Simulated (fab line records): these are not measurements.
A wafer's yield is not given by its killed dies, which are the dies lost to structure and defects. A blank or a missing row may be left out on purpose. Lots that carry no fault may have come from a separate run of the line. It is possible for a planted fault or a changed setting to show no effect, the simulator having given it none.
Chamber matching :: flow nand harc :: NHARC_A_CHANNEL_FILL_D2_CMP_10 on cmp-01: 4 sister chambers
The step polishes, target thk 150 nm. 8 wafers are shown with their chamber, then 10 later ones without.

WAFERS WITH THEIR CHAMBER
wafer: L081.1
chamber: 3
motor current A (A): 13.5
slurry filter dp kPa (kPa): 13.55

wafer: L081.4
chamber: 2
motor current A (A): 13.4
slurry filter dp kPa (kPa): 13.48

wafer: L082.1
chamber: 2
motor current A (A): 13.3
slurry filter dp kPa (kPa): 13.40

wafer: L082.2
chamber: 3
motor current A (A): 13.3
slurry filter dp kPa (kPa): 13.40

wafer: L083.3
chamber: 0
motor current A (A): 13.8
slurry filter dp kPa (kPa): 13.27

wafer: L083.6
chamber: 1
motor current A (A): 11.2
slurry filter dp kPa (kPa): 13.74

wafer: L091.2
chamber: 1
motor current A (A): 11.5
slurry filter dp kPa (kPa): 13.62

wafer: L091.3
chamber: 0
motor current A (A): 14.6
slurry filter dp kPa (kPa): 13.57

WAFERS MISSING THEIR CHAMBER
wafer: L091.4
motor current A (A): 12.8
slurry filter dp kPa (kPa): 13.68

wafer: L093.1
motor current A (A): 14.2
slurry filter dp kPa (kPa): 13.33

wafer: L093.3
motor current A (A): 13.2
slurry filter dp kPa (kPa): 13.47

wafer: L093.5
motor current A (A): 14.2
slurry filter dp kPa (kPa): 13.45

wafer: L095.1
motor current A (A): 14.2
slurry filter dp kPa (kPa): 13.45

wafer: L095.2
motor current A (A): 12.7
slurry filter dp kPa (kPa): 13.66

wafer: L095.3
motor current A (A): 13.0
slurry filter dp kPa (kPa): 13.57

wafer: L096.2
motor current A (A): 13.5
slurry filter dp kPa (kPa): 13.62

wafer: L096.5
motor current A (A): 13.6
slurry filter dp kPa (kPa): 13.56

wafer: L096.6
motor current A (A): 11.1
slurry filter dp kPa (kPa): 13.52

THE CHAMBER EACH PASSED THROUGH
wafer: L091.4
from the rows above: can't be placed: 3 or 2
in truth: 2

wafer: L093.1
from the rows above: 0
in truth: 0

wafer: L093.3
from the rows above: can't be placed: 2 or 3
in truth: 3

wafer: L093.5
from the rows above: 0
in truth: 0

wafer: L095.1
from the rows above: 0
in truth: 0

wafer: L095.2
from the rows above: can't be placed: 3 or 2 or 1
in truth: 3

wafer: L095.3
from the rows above: can't be placed: 3 or 2
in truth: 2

wafer: L096.2
from the rows above: can't be placed: 3 or 2 or 0
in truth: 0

wafer: L096.5
from the rows above: can't be placed: 3 or 2 or 0
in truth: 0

wafer: L096.6
from the rows above: 1
in truth: 1
Correct placement for 4 of the 10. Can't be placed from these rows: 6 (the true chamber is among the candidates in 6). Wrongly placed: 0.
How it was worked out, from the rows above alone: a wafer's distance from a chamber is the root of the sum, over the readings, of the square of ((its reading less the chamber's mean) divided by the reading's scatter). If the next closest chamber is less than 2 further off than the closest, the wafer can't be placed; otherwise it belongs to the closest. For every chamber, the mean is computed from those of its wafers that are shown. The scatter: take each reading less its chamber's mean, square it, sum over the shown wafers, divide by the number of wafers less the number of chambers, and take the root.
